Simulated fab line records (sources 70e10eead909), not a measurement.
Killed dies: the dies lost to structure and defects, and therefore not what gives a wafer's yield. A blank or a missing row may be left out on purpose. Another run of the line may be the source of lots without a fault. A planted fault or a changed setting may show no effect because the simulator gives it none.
fab line records | flow nand-harc | part 2 of 2: steps 5 to 6 of 6
[record] lots = 22 | wafers = 66 | last-day = 24
route steps=1159 shown A_CHANNEL_HOLE_D1@471 A_CHANNEL_FILL_D1@500
lots with no fault: from the same line, run without faults
start-h: the number of hours between the record's first day and the start of the first shown wafer of the lot | wait-h: how many hours have passed since the lot's step before this one | " the same as in the row above | L1.1+2: one row covering several wafers at once | - no value, or no start given | * or withheld: withheld | < > ~ a bound
route shown NAME@n: a module of which the file shows steps, and the number in the route of the first | usual: average and standard deviation across the fault-free wafers | same: alike in all rows | chamber/n: place in a boat | sites: per-site readings | _std_site: standard deviation across them | _edge_site: the outer-site mean with the inner-site mean subtracted | radius-mm: how far each site lies from the wafer's centre | mask NAME#n: copy n | behind: the last tool/chamber to shape the wafer | hold: why the lot went on hold/how many hours it stayed there/how the hold came to an end | device: whichever transistor did not switch (one of n, p or np) | end of line: tests run on the same wafers once the route is complete | where a step has no rows: the recipe by itself | killed: at the first sort, the dies lost to defects and structure; wafer yield is something else | map: per-die view of a wafer (x killed, . not killed, _ where there is no die)
set.NAME: setting as actually run; set.NAME@STEP: the setting as run at that earlier step | model.NAME: the simulator's own value behind a step, which no gauge read
steps of the route over a sample of lots; a table a step, a row a wafer
services: the hour from which a tool's chamber was out of use, counted from the record's first day as start-h (under 0 if before that day), plus the number of hours and why
[[steps]]
[step NHARC_A_CHANNEL_HOLE_D1_ETCH_33]
[recipe] bias-v = 400 | source-w = 2000 | pressure-mtorr = 25 | time-s = 90 | ar-flow-sccm = 375 | c4f8-flow-sccm = 41.7 | o2-flow-sccm = 83.3 | temp-c = -20 | target-depth-a = 4000 | chemistry = C4F8/O2/Ar
[usual] drypump-motor-current-A = 5.8/0.57 | o2-flow-sccm = 83.31/0.25 | showerhead-plenum-p-Torr = 3.82/0.089 | throttle-valve-pct = 27.620/0.0096
lot.wafer | tool        | chamber | start-h | wait-h | drypump-motor-current-A | o2-flow-sccm | rf-hours-counter-h | showerhead-plenum-p-Torr | throttle-valve-pct
L074.1    | har-etch-01 | 1       | 191.99  | 0.2    | 4.9                     | 83.37        | 198                | 3.86                     | 27.638
L074.3    | "           | 1       | "       | "      | 4.9                     | 83.40        | -                  | 3.86                     | 27.627
L074.4    | "           | 0       | "       | "      | 6.3                     | 83.32        | -                  | 3.86                     | 27.621
L075.1    | har-etch-02 | 0       | 193.66  | 0.2    | 6.3                     | 83.14        | 110                | 3.92                     | 27.614
L075.3    | "           | 1       | "       | "      | 5.8                     | 83.35        | -                  | 3.69                     | 27.621
L075.6    | "           | 1       | "       | "      | 5.8                     | 83.24        | -                  | 3.69                     | 27.612
L076.2    | har-etch-01 | 1       | 196.21  | 0.2    | 4.9                     | 83.01        | 202                | 3.86                     | 27.636
L076.5    | "           | 0       | "       | "      | 6.3                     | 82.83        | -                  | 3.86                     | 27.621
L076.6    | "           | 1       | "       | "      | 4.9                     | 82.86        | -                  | 3.86                     | 27.617
L077.2    | har-etch-02 | 0       | 197.85  | 0.2    | 6.3                     | 83.42        | 114                | 3.91                     | 27.626
L077.4    | "           | 0       | "       | "      | 6.3                     | 83.25        | -                  | 3.91                     | 27.623
L077.3    | "           | 1       | "       | "      | 5.7                     | 83.08        | -                  | 3.69                     | 27.610
L078.3    | har-etch-01 | 1       | 200.39  | 0.2    | 4.9                     | 82.77        | -                  | 3.86                     | 27.624
L078.4    | "           | 0       | "       | "      | 6.3                     | 83.74        | -                  | 3.86                     | 27.617
L078.6    | "           | 0       | "       | "      | 6.3                     | 83.89        | -                  | 3.86                     | 27.596
L079.4    | har-etch-02 | 0       | 206.60  | 0.2    | 6.3                     | 83.33        | -                  | 3.91                     | 27.614
L079.3    | "           | 1       | "       | "      | 5.7                     | 83.38        | -                  | 3.69                     | 27.616
L079.5    | "           | 1       | "       | "      | 5.7                     | 83.72        | -                  | 3.69                     | 27.618
L080.2    | har-etch-02 | 1       | 215.02  | 0.2    | 5.8                     | 83.32        | 124                | 3.68                     | 27.629
L080.5    | "           | 0       | "       | "      | 6.4                     | 83.47        | -                  | 3.91                     | 27.609
L080.6    | "           | 1       | "       | "      | 5.8                     | 83.43        | -                  | 3.68                     | 27.623
L081.2    | har-etch-01 | 0       | 222.81  | 0.2    | 6.3                     | 83.57        | 215                | 3.85                     | 27.622
L081.3    | "           | 1       | "       | "      | 4.9                     | 83.24        | -                  | 3.86                     | 27.626
L081.4    | "           | 0       | "       | "      | 6.3                     | 83.05        | -                  | 3.86                     | 27.620
L083.2    | har-etch-02 | 1       | 234.61  | 0.2    | 5.7                     | 83.07        | 128                | 3.68                     | 27.615
L083.4    | "           | 1       | "       | "      | 5.7                     | 83.14        | -                  | 3.68                     | 27.608
L083.6    | "           | 0       | "       | "      | 6.3                     | 83.44        | -                  | 3.91                     | 27.617
L082.1    | har-etch-01 | 1       | 234.83  | 0.2    | 4.9                     | 83.36        | 218                | 3.85                     | 27.623
L082.4    | "           | 0       | "       | "      | 6.3                     | 82.98        | -                  | 3.85                     | 27.635
L082.6    | "           | 0       | "       | "      | 6.3                     | 83.40        | -                  | 3.85                     | 27.619
L087.1    | har-etch-01 | 0       | 261.46  | 0.2    | 6.3                     | 83.40        | 225                | 3.85                     | 27.611
L087.3    | "           | 1       | "       | "      | 4.9                     | 83.26        | -                  | 3.85                     | 27.612
L087.5    | "           | 1       | "       | "      | 4.9                     | 82.99        | -                  | 3.85                     | 27.630
L084.2    | har-etch-02 | 0       | 262.43  | 0.2    | 6.3                     | 83.55        | 138                | 3.90                     | 27.620
L084.1    | "           | 1       | "       | "      | 5.7                     | 83.25        | 138                | 3.68                     | 27.607
L084.3    | "           | 0       | "       | "      | 6.3                     | 83.20        | -                  | 3.90                     | 27.615
L086.1    | har-etch-01 | 1       | 265.65  | 0.2    | 4.9                     | 83.68        | 229                | 3.85                     | 27.604
L086.4    | "           | 0       | "       | "      | 6.3                     | 83.31        | -                  | 3.85                     | 27.631
L086.3    | "           | 1       | "       | "      | 4.9                     | 83.35        | -                  | 3.85                     | 27.634
L085.3    | har-etch-02 | 1       | 266.68  | 0.2    | 5.8                     | 83.71        | -                  | 3.67                     | 27.604
L085.6    | "           | 0       | "       | "      | 6.4                     | 83.09        | -                  | 3.90                     | 27.611
L085.5    | "           | 1       | "       | "      | 5.7                     | 83.28        | -                  | 3.67                     | 27.622
L089.1    | har-etch-01 | 1       | 274.83  | 0.2    | 4.9                     | 83.23        | 236                | 3.84                     | 27.632
L089.4    | "           | 1       | "       | "      | 4.9                     | 83.20        | -                  | 3.84                     | 27.619
L089.5    | "           | 1       | "       | "      | 4.9                     | 82.96        | -                  | 3.84                     | 27.613
L088.1    | har-etch-01 | 0       | 280.23  | 0.2    | 6.3                     | 82.50        | 240                | 3.84                     | 27.643
L088.2    | "           | 1       | "       | "      | 4.9                     | 83.34        | 240                | 3.84                     | 27.624
L088.3    | "           | 0       | "       | "      | 6.3                     | 82.48        | -                  | 3.84                     | 27.610
L091.1    | har-etch-02 | 0       | 280.75  | 0.2    | 6.3                     | 83.10        | 153                | 3.89                     | 27.624
L091.3    | "           | 0       | "       | "      | 6.3                     | 83.58        | -                  | 3.89                     | 27.615
L091.6    | "           | 1       | "       | "      | 5.7                     | 83.92        | -                  | 3.67                     | 27.609
L093.1    | har-etch-02 | 0       | 293.35  | 0.2    | 6.3                     | 83.34        | 157                | 3.89                     | 27.629
L093.3    | "           | 1       | "       | "      | 5.7                     | 83.18        | -                  | 3.67                     | 27.624
L093.6    | "           | 0       | "       | "      | 6.3                     | 83.50        | -                  | 3.89                     | 27.616
L092.1    | har-etch-01 | 0       | 293.64  | 0.2    | 6.3                     | 83.04        | 246                | 3.84                     | 27.623
L092.3    | "           | 1       | "       | "      | 4.9                     | 83.12        | -                  | 3.84                     | 27.627
L092.6    | "           | 0       | "       | "      | 6.3                     | 83.01        | -                  | 3.84                     | 27.642
L094.1    | har-etch-02 | 0       | 297.50  | 0.2    | 6.3                     | 83.12        | 161                | 3.89                     | 27.615
L094.2    | "           | 1       | "       | "      | 5.8                     | 83.25        | 161                | 3.66                     | 27.613
L094.4    | "           | 0       | "       | "      | 6.3                     | 83.10        | -                  | 3.89                     | 27.616
L095.1    | har-etch-01 | 1       | 305.85  | 0.2    | 4.9                     | 83.62        | 251                | 3.83                     | 27.635
L095.4    | "           | 1       | "       | "      | 4.9                     | 83.35        | -                  | 3.83                     | 27.624
L095.5    | "           | 0       | "       | "      | 6.3                     | 83.68        | -                  | 3.83                     | 27.630
L097.2    | har-etch-02 | 0       | 312.45  | 0.2    | 6.3                     | 83.21        | 169                | 3.88                     | 27.602
L097.3    | "           | 1       | "       | "      | 5.8                     | 83.40        | -                  | 3.66                     | 27.628
L097.6    | "           | 1       | "       | "      | 5.8                     | 83.14        | -                  | 3.66                     | 27.593
[step NHARC_A_CHANNEL_FILL_D1_ETCHBACK_20]
[recipe] target-depth-a = 270 | time-s = 13.5 | c4f8-flow-sccm = withheld | o2-flow-sccm = 8 | ar-flow-sccm = withheld | rf-w = 600 | bias-w = 1500 | chemistry = C4F8/O2/Ar
[usual] bias-w = 1500/3.8 | oes-product-au = 0.95/0.036 | rf-vpp-V = 977/5.7
lot.wafer | tool        | chamber | start-h | wait-h | bias-w | oes-product-au | rf-hours-counter-h | rf-vpp-V
L074.4    | rie-diel-07 | 0       | 221.12  | -      | 1501   | 0.91           | 4                  | 985
L074.1    | "           | 1       | "       | "      | 1497   | 0.90           | 4                  | 979
L074.3    | "           | 2       | "       | "      | 1503   | 0.92           | 4                  | 976
L076.2    | rie-diel-07 | 0       | 221.18  | -      | 1502   | 0.92           | 4                  | 986
L076.5    | "           | 3       | "       | "      | 1498   | 0.92           | -                  | 976
L076.6    | "           | 0       | "       | "      | 1510   | 0.93           | -                  | 987
L075.3    | rie-diel-12 | 1       | 221.22  | -      | 1505   | 1.01           | 1                  | 973
L075.1    | "           | 3       | "       | "      | 1506   | 1.01           | 2                  | 983
L075.6    | "           | 0       | "       | "      | 1506   | 1.00           | -                  | 968
L078.3    | rie-diel-05 | 0       | 224.14  | -      | 1499   | 0.92           | 2                  | 981
L078.6    | "           | 2       | "       | "      | 1497   | 1.00           | -                  | 969
L078.4    | "           | 3       | "       | "      | 1500   | 1.00           | -                  | 979
L077.2    | rie-diel-07 | 0       | 224.17  | -      | 1499   | 0.91           | 4                  | 987
L077.4    | "           | 1       | "       | "      | 1497   | 0.91           | 4                  | 980
L077.3    | "           | 2       | "       | "      | 1495   | 0.92           | 4                  | 975
L079.4    | rie-diel-05 | 1       | 233.90  | -      | 1497   | 0.95           | 1                  | 970
L079.3    | "           | 2       | "       | "      | 1504   | 1.01           | 2                  | 968
L079.5    | "           | 2       | "       | "      | 1494   | 1.00           | -                  | 970
L080.2    | rie-diel-05 | 2       | 241.32  | -      | 1499   | 1.01           | 3                  | 970
L080.6    | "           | 3       | "       | "      | 1500   | 1.00           | -                  | 978
L080.5    | "           | 0       | "       | "      | 1499   | 0.97           | -                  | 982
L081.2    | rie-diel-07 | 2       | 254.21  | -      | 1505   | 0.97           | 0                  | 974
L081.4    | "           | 3       | "       | "      | 1498   | 1.01           | 0                  | 976
L081.3    | "           | 1       | "       | "      | 1503   | 0.99           | 0                  | 980
L083.2    | rie-diel-05 | 2       | 264.32  | -      | 1503   | 0.93           | 4                  | 969
L083.4    | "           | 1       | "       | "      | 1507   | 0.99           | 3                  | 969
L083.6    | "           | 3       | "       | "      | 1504   | 0.92           | -                  | 979
L082.4    | rie-diel-07 | 3       | 264.33  | -      | 1507   | 0.93           | 0                  | 974
L082.1    | "           | 0       | "       | "      | 1499   | 0.92           | 0                  | 986
L082.6    | "           | 2       | "       | "      | 1496   | 0.91           | -                  | 974
L087.3    | rie-diel-05 | 0       | 288.83  | -      | 1509   | 0.90           | 5                  | 981
L087.1    | "           | 2       | "       | "      | 1498   | 0.94           | 5                  | 970
L087.5    | "           | 1       | "       | "      | 1501   | 0.91           | -                  | 970
L084.1    | rie-diel-07 | 0       | 288.86  | -      | 1499   | 0.95           | 1                  | 985
L084.2    | "           | 1       | "       | "      | 1499   | 0.97           | 1                  | 979
L084.3    | "           | 2       | "       | "      | 1507   | 0.95           | 1                  | 974
L086.3    | rie-diel-05 | 1       | 292.16  | -      | 1494   | 0.91           | 4                  | 969
L086.1    | "           | 2       | "       | "      | 1498   | 0.94           | 5                  | 970
L086.4    | "           | 0       | "       | "      | 1495   | 0.90           | 5                  | 980
L085.3    | rie-diel-07 | 1       | 292.17  | -      | 1503   | 0.99           | 1                  | 980
L085.6    | "           | 1       | "       | "      | 1501   | 0.99           | -                  | 979
L085.5    | "           | 2       | "       | "      | 1503   | 0.96           | -                  | 976
L089.4    | rie-diel-05 | 2       | 303.05  | -      | 1497   | 0.94           | 5                  | 971
L089.1    | "           | 3       | "       | "      | 1499   | 0.93           | 5                  | 976
L089.5    | "           | 2       | "       | "      | 1497   | 0.93           | -                  | 969
L088.2    | rie-diel-12 | 0       | 306.91  | -      | 1504   | 1.00           | 19                 | 967
L088.1    | "           | 1       | "       | "      | 1504   | 1.01           | 18                 | 972
L088.3    | "           | 3       | "       | "      | 1503   | 1.00           | 17                 | 983
L091.3    | rie-diel-05 | 3       | 306.92  | -      | 1499   | 0.93           | 5                  | 979
L091.1    | "           | 0       | "       | "      | 1497   | 0.92           | 5                  | 980
L091.6    | "           | 3       | "       | "      | 1495   | 0.92           | -                  | 979
L093.3    | rie-diel-12 | 0       | 319.42  | -      | 1506   | 0.93           | 22                 | 968
L093.1    | "           | 1       | "       | "      | 1504   | 0.95           | 21                 | 974
L093.6    | "           | 3       | "       | "      | 1497   | 0.94           | -                  | 983
L092.3    | rie-diel-07 | 0       | 319.42  | -      | 1503   | 0.98           | 2                  | 986
L092.1    | "           | 1       | "       | "      | 1503   | 0.99           | 2                  | 982
L092.6    | "           | 3       | "       | "      | 1504   | 0.99           | -                  | 975
L094.4    | rie-diel-12 | 0       | 323.55  | -      | 1500   | 0.93           | 22                 | 969
L094.2    | "           | 2       | "       | "      | 1500   | 0.93           | 20                 | 988
L094.1    | "           | 3       | "       | "      | 1495   | 0.94           | 21                 | 982
L095.4    | rie-diel-05 | 0       | 331.95  | -      | 1504   | 0.91           | 6                  | 980
L095.1    | "           | 2       | "       | "      | 1500   | 0.92           | 6                  | 969
L095.5    | "           | 3       | "       | "      | 1498   | 1.00           | -                  | 977
L097.2    | rie-diel-05 | 3       | 338.64  | -      | 1495   | 0.93           | 6                  | 977
L097.3    | "           | 0       | "       | "      | 1497   | 0.92           | 7                  | 980
L097.6    | "           | 3       | "       | "      | 1499   | 0.93           | -                  | 977
[[services]]
tool        | chamber | start-h | hours | kind
rie-diel-05 | 1       | 165.84  | 22.2  | repair
rie-diel-07 | 3       | 170.15  | 20.9  | repair
rie-diel-05 | 0       | 172.60  | -     | clean
rie-diel-05 | 2       | 172.60  | -     | clean
rie-diel-05 | 3       | 172.60  | -     | clean
rie-diel-05 | -       | 193.21  | 0.1   | repair
rie-diel-05 | 0       | 197.10  | -     | clean
rie-diel-12 | -       | 202.40  | 9.0   | pm
rie-diel-05 | 1       | 217.38  | 12.8  | repair
rie-diel-07 | -       | 217.39  | 0.5   | repair
rie-diel-05 | 0       | 221.54  | 1.6   | repair
rie-diel-07 | -       | 228.20  | 9.0   | pm
har-etch-01 | -       | 236.17  | 4.5   | repair
rie-diel-05 | 3       | 243.16  | 6.4   | repair
rie-diel-07 | 0       | 244.31  | 6.9   | repair
har-etch-02 | -       | 287.90  | 0.2   | repair
rie-diel-12 | -       | 291.04  | 4.6   | repair
har-etch-01 | -       | 306.00  | 17.0  | pm
har-etch-01 | 0       | 306.00  | 17.0  | vent-cycle
har-etch-01 | 1       | 306.00  | 17.0  | vent-cycle
har-etch-01 | 0       | 323.00  | -     | clean
har-etch-01 | 0       | 323.00  | -     | consumable-replace:focus-ring
har-etch-01 | 1       | 323.00  | -     | clean
har-etch-01 | 1       | 323.00  | -     | consumable-replace:focus-ring
